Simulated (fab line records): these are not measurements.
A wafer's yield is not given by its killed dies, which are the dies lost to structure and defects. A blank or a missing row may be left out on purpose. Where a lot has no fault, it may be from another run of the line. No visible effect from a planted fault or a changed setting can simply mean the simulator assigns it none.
Chamber matching -- flow n5 finfet -- rie diel-05 running N5_BEOL_M7_ETCH_72: 4 sister chambers
The step etches underlayer in N2/H2, target depth 6.5 nm, time 5.2 s. 39 wafers are shown with their chamber, then 12 later ones without.

## WAFERS PAIRED WITH THEIR CHAMBERS
wafer,chamber,drypump motor current A (A),throttle valve pct (%),oes product au (a.u.)
L078.1,2,5.5,17.55,0.81
L078.2,1,6.7,18.11,0.58
L078.3,3,5.6,18.32,0.59
L078.4,0,5.4,18.05,0.57
L078.5,3,5.6,18.32,0.60
L078.6,2,5.5,17.55,0.80
L083.1,0,5.4,18.05,0.58
L083.2,3,5.6,18.34,0.59
L083.5,1,6.7,18.11,0.59
L079.1,0,5.4,18.05,0.58
L079.2,3,5.6,18.32,0.60
L079.3,2,5.5,17.58,0.78
L079.4,1,6.7,18.12,0.60
L079.5,0,5.4,18.04,0.57
L079.6,3,5.6,18.34,0.59
L081.1,2,5.5,17.56,0.79
L081.2,3,5.6,18.37,0.59
L081.3,1,6.7,18.12,0.60
L081.4,0,5.4,18.03,0.58
L081.5,0,5.4,18.06,0.57
L081.6,3,5.6,18.36,0.59
L080.1,3,5.6,18.36,0.59
L080.2,2,5.5,17.57,0.79
L080.5,2,5.5,17.58,0.77
L085.2,3,5.6,18.37,0.58
L085.5,1,6.7,18.15,0.58
L085.6,0,5.4,18.05,0.57
L086.1,1,6.7,18.12,0.58
L086.3,0,5.4,18.05,0.57
L086.4,1,6.8,18.13,0.58
L088.1,0,5.4,18.08,0.57
L088.2,1,6.7,18.16,0.58
L088.3,2,5.5,17.55,0.76
L091.1,3,5.6,18.35,0.58
L091.4,3,5.6,18.37,0.58
L091.5,0,5.4,18.07,0.56
L092.1,1,6.7,18.14,0.58
L092.4,1,6.7,18.16,0.59
L092.5,3,5.6,18.38,0.58

SIGNATURES, as means of the wafers listed above
reading,chamber 0,chamber 1,chamber 2,chamber 3,scatter within a chamber
drypump motor current A,5.400,6.710,5.500,5.600,0.016
throttle valve pct,18.0530,18.1320,17.5629,18.3500,0.0181
oes product au,0.5720,0.5860,0.7857,0.5883,0.00977
Rule: for each reading, subtract the chamber's mean from the wafer's reading, divide by that reading's scatter and square the result; add these up over the readings and take the root, which gives the wafer's distance from the chamber. The wafer belongs to the nearest chamber; if the next one is less than 2 further off, it can't be placed. The scatter is the square root of a quotient: the sum, over the shown wafers, of each reading's squared deviation from its chamber's mean, divided by wafers minus chambers.

## WAFERS WITHOUT THEIR CHAMBER
wafer,drypump motor current A (A),throttle valve pct (%),oes product au (a.u.)
L093.1,5.5,17.60,0.75
L093.2,6.7,18.16,0.57
L093.3,5.6,18.37,0.58
L093.4,5.6,18.36,0.58
L093.5,6.7,18.17,0.58
L093.6,5.5,17.59,0.74
L094.1,5.5,17.60,0.73
L094.5,6.7,18.16,0.57
L094.6,5.6,18.39,0.58
L097.2,5.4,17.65,0.82
L097.4,5.4,17.68,0.82
L097.6,5.6,18.37,0.58

## THE CHAMBER EACH PASSED THROUGH
wafer,from the rows above,in truth
L093.1,2,2
L093.2,1,1
L093.3,3,3
L093.4,3,3
L093.5,1,1
L093.6,2,2
L094.1,2,2
L094.5,1,1
L094.6,3,3
L097.2,2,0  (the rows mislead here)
L097.4,2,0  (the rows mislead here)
L097.6,3,3
Correct placement for 10 of the 12. Number that these rows cannot place: 0. Placed wrongly: 2.
